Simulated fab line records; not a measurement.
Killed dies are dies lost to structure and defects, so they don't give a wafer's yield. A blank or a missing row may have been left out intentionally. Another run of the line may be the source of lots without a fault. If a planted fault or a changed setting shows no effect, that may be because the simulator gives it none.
The tool behind it: which one? + flow nand harc + 13 lots with 39 wafers sampled at 5 steps, on a route of 1159 steps

WHAT EACH GAUGE READ, for each wafer
NHARC_A_ZERO_WELL_INSPECT_17.
| lot  | measured     | on                | raw defect count |
|------|--------------|-------------------|------------------|
| L822 | day 7 02:01  | defect inspect-02 | 4 7 10           |
| L824 | day 7 06:10  | defect inspect-02 | 4 15 10          |
| L825 | day 7 14:20  | defect inspect-01 | 11 15 15         |
| L827 | day 8 01:34  | defect inspect-01 | 10 10 9          |
| L835 | day 9 23:12  | defect inspect-02 | 14 5 14          |
| L832 | day 9 23:56  | defect inspect-02 | 15 11 12         |
| L833 | day 10 00:34 | defect inspect-01 | 17 11 14         |
| L834 | day 10 15:53 | defect inspect-01 | 11 16 19         |
| L836 | day 10 16:35 | defect inspect-01 | 8 12 18          |
| L840 | day 11 01:07 | defect inspect-01 | 7 9 12           |
| L839 | day 11 06:56 | defect inspect-02 | 6 11 6           |
| L843 | day 12 06:58 | defect inspect-01 | 12 10 9          |
| L844 | day 12 14:52 | defect inspect-01 | 8 13 21          |

NHARC_A_ONON_D1_THK_MEAS_11: measures by ellipsometry.
| lot  | measured     | on            | thk nm (nm)    |
|------|--------------|---------------|----------------|
| L822 | day 7 23:46  | film metro-01 | 1008 1007 1009 |
| L824 | day 8 07:05  | film metro-01 | 999 998 998    |
| L825 | day 8 18:46  | film metro-02 | 1011 1011 1010 |
| L827 | day 9 01:11  | film metro-02 | 981 981 982    |
| L835 | day 10 22:28 | film metro-01 | 989 990 992    |
| L832 | day 10 22:15 | film metro-01 | 992 967 992    |
| L833 | day 10 22:07 | film metro-02 | 999 1001 998   |
| L834 | day 11 14:50 | film metro-02 | 1009 1008 1009 |
| L836 | day 11 14:59 | film metro-01 | 989 988 988    |
| L840 | day 12 00:02 | film metro-02 | 1027 1028 1028 |
| L839 | day 12 09:22 | film metro-01 | 997 1001 998   |
| L843 | day 13 04:32 | film metro-02 | 1002 1001 1000 |
| L844 | day 13 13:53 | film metro-01 | 1000 999 999   |

TOOL THAT RAN EACH LOT (tool first, then ch and the chambers of the sampled wafers, then the start)
| lot  | NHARC_P_BONDPAD_ETCH_12                       | NHARC_A_ZERO_WELL_ETCH_19          | NHARC_A_ONON_D1_DEP_09           |
|------|-----------------------------------------------|------------------------------------|----------------------------------|
| L822 | rie diel-04 ch 1,2,3, day 7 00:44 or earlier  | rie diel-06 ch 1,2, day 7 00:44    | pecvd onon-02 ch 0, day 7 23:15  |
| L824 | rie diel-04 ch 0,2, day 7 04:45 or earlier    | rie diel-08 ch 0,1, day 7 04:45    | pecvd onon-01 ch 0, day 8 06:38  |
| L825 | rie diel-04 ch 0,2, day 7 13:07 or earlier    | rie diel-08 ch 0,2,3, day 7 13:07  | pecvd onon-04 ch 0, day 8 18:15  |
| L827 | rie diel-04 ch 0,1, day 8 00:05 or earlier    | rie diel-08 ch 0,3, day 8 00:05    | pecvd onon-01 ch 0, day 9 00:47  |
| L835 | rie diel-13 ch 0,1,3, day 9 21:59 or earlier  | rie diel-08 ch 0,1,2, day 9 21:59  | pecvd onon-02 ch 0, day 10 22:05 |
| L832 | rie diel-04 ch 0,1,3, day 9 22:44 or earlier  | rie diel-08 ch 1,2,3, day 9 22:44  | pecvd onon-01 ch 0, day 10 21:55 |
| L833 | rie diel-02 ch 0,1,2, day 9 23:21 or earlier  | rie diel-08 ch 1,2,3, day 9 23:21  | pecvd onon-02 ch 0, day 10 21:37 |
| L834 | rie diel-04 ch 0,2, day 10 14:41 or earlier   | rie diel-08 ch 0,2,3, day 10 14:41 | pecvd onon-04 ch 0, day 11 14:19 |
| L836 | rie diel-04 ch 0,1,3, day 10 15:23 or earlier | rie diel-08 ch 1,2,3, day 10 15:23 | pecvd onon-02 ch 0, day 11 14:29 |
| L840 | rie diel-04 ch 1,2, day 10 23:52 or earlier   | rie diel-08 ch 0,1,2, day 10 23:52 | pecvd onon-04 ch 0, day 11 23:32 |
| L839 | rie diel-04 ch 0,1,3, day 11 05:43 or earlier | rie diel-08 ch 0,1,2, day 11 05:43 | pecvd onon-02 ch 0, day 12 08:55 |
| L843 | rie diel-04 ch 0,1,2, day 12 05:32 or earlier | rie diel-05 ch 0,1,2, day 12 05:32 | pecvd onon-04 ch 0, day 13 04:04 |
| L844 | rie diel-13 ch 0,2,3, day 12 13:30 or earlier | rie diel-08 ch 0,2, day 12 13:30   | pecvd onon-01 ch 0, day 13 13:23 |
- NHARC_P_BONDPAD_ETCH_12: etches the open film in CHF3/O2, target depth 200 nm, time 100 s.
- NHARC_A_ZERO_WELL_ETCH_19: etches the open film in N2/H2, target depth 80 nm, overetch 24 nm, time 87.88 s.
- NHARC_A_ONON_D1_DEP_09: target thk 1000 nm.

AS READ BY THE TOOLS THEMSELVES (means over the sampled wafers that have a number; for cases with no such wafer, the mark the record gives instead)
NHARC_P_BONDPAD_ETCH_12.
| lot  | tool        | drypump motor current A (A) | oes product au (a.u.) | rf vpp V (V) | showerhead plenum p Torr (Torr) | throttle valve pct (%) |
|------|-------------|-----------------------------|-----------------------|--------------|---------------------------------|------------------------|
| L822 | rie diel-04 | 6.0                         | 0.972                 | 371.5        | 2.45                            | 20.573                 |
| L824 | rie diel-04 | 6.1                         | 0.980                 | 370.0        | 2.38                            | 20.567                 |
| L825 | rie diel-04 | 5.8                         | 0.916                 | 368.7        | 2.32                            | 20.577                 |
| L827 | rie diel-04 | 5.7                         | 0.966                 | 368.4        | 2.34                            | 20.583                 |
| L835 | rie diel-13 | 5.7                         | 0.960                 | 369.1        | 2.35                            | 20.575                 |
| L832 | rie diel-04 | 5.8                         | 0.922                 | 370.0        | 2.39                            | 20.573                 |
| L833 | rie diel-02 | 5.5                         | 0.963                 | 369.3        | 2.34                            | 20.574                 |
| L834 | rie diel-04 | 6.0                         | 0.926                 | 369.4        | 2.37                            | 20.582                 |
| L836 | rie diel-04 | 5.8                         | 0.970                 | 369.3        | 2.39                            | 20.568                 |
| L840 | rie diel-04 | 5.9                         | 0.917                 | 370.1        | 2.38                            | 20.578                 |
| L839 | rie diel-04 | 5.8                         | 0.924                 | 369.7        | 2.39                            | 20.562                 |
| L843 | rie diel-04 | 5.8                         | 0.973                 | 370.3        | 2.35                            | 20.570                 |
| L844 | rie diel-13 | 5.5                         | 0.920                 | 369.3        | 2.32                            | 20.586                 |

NHARC_A_ZERO_WELL_ETCH_19.
| lot  | tool        | drypump motor current A (A) | oes product au (a.u.) | rf vpp V (V) | showerhead plenum p Torr (Torr) | throttle valve pct (%) |
|------|-------------|-----------------------------|-----------------------|--------------|---------------------------------|------------------------|
| L822 | rie diel-06 | 5.75                        | 1.000                 | 432.0        | 2.09                            | 14.175                 |
| L824 | rie diel-08 | 5.62                        | 0.992                 | 432.1        | 2.07                            | 14.180                 |
| L825 | rie diel-08 | 5.70                        | 0.997                 | 431.1        | 2.05                            | 14.166                 |
| L827 | rie diel-08 | 5.61                        | 1.003                 | 430.1        | 2.01                            | 14.175                 |
| L835 | rie diel-08 | 5.70                        | 0.999                 | 432.3        | 2.08                            | 14.179                 |
| L832 | rie diel-08 | 5.57                        | 1.003                 | 430.5        | 2.04                            | 14.178                 |
| L833 | rie diel-08 | 5.58                        | 0.995                 | 430.8        | 2.04                            | 14.169                 |
| L834 | rie diel-08 | 5.69                        | 0.994                 | 430.8        | 2.05                            | 14.174                 |
| L836 | rie diel-08 | 5.58                        | 1.002                 | 430.1        | 2.03                            | 14.174                 |
| L840 | rie diel-08 | 5.69                        | 0.999                 | 431.7        | 2.08                            | 14.169                 |
| L839 | rie diel-08 | 5.70                        | 0.991                 | 431.4        | 2.08                            | 14.176                 |
| L843 | rie diel-05 | 5.68                        | 0.999                 | 430.3        | 2.03                            | 14.168                 |
| L844 | rie diel-08 | 5.79                        | 1.004                 | 431.9        | 2.10                            | 14.169                 |

THE ANSWER, worked out from the rows above alone
Rule: usual is defined by the lots themselves. Put in order of their means at a reading, lots are off if they are a third of the lots or fewer, leave a main group of 4 or more, and stand apart from it by a gap of 3 or more times the standard deviation of the main group's means; of several such gaps the widest counts. Not used: any main group whose means are identical at the precision the tables above print for the reading. A lot without any number at a reading at which 4 lots or more have one is off too. Any other lot the step has rows for is counted as sound. First the gauges in route order, then the tools' own readings, where a lot's mean is used as printed above. At the first step where some lot is off, the reading lying furthest off is the one used; lots without a number count as furthest.
No lot is off at any reading shown: from this, nothing can be told.

WHAT THE SIMULATOR HAD INSERTED
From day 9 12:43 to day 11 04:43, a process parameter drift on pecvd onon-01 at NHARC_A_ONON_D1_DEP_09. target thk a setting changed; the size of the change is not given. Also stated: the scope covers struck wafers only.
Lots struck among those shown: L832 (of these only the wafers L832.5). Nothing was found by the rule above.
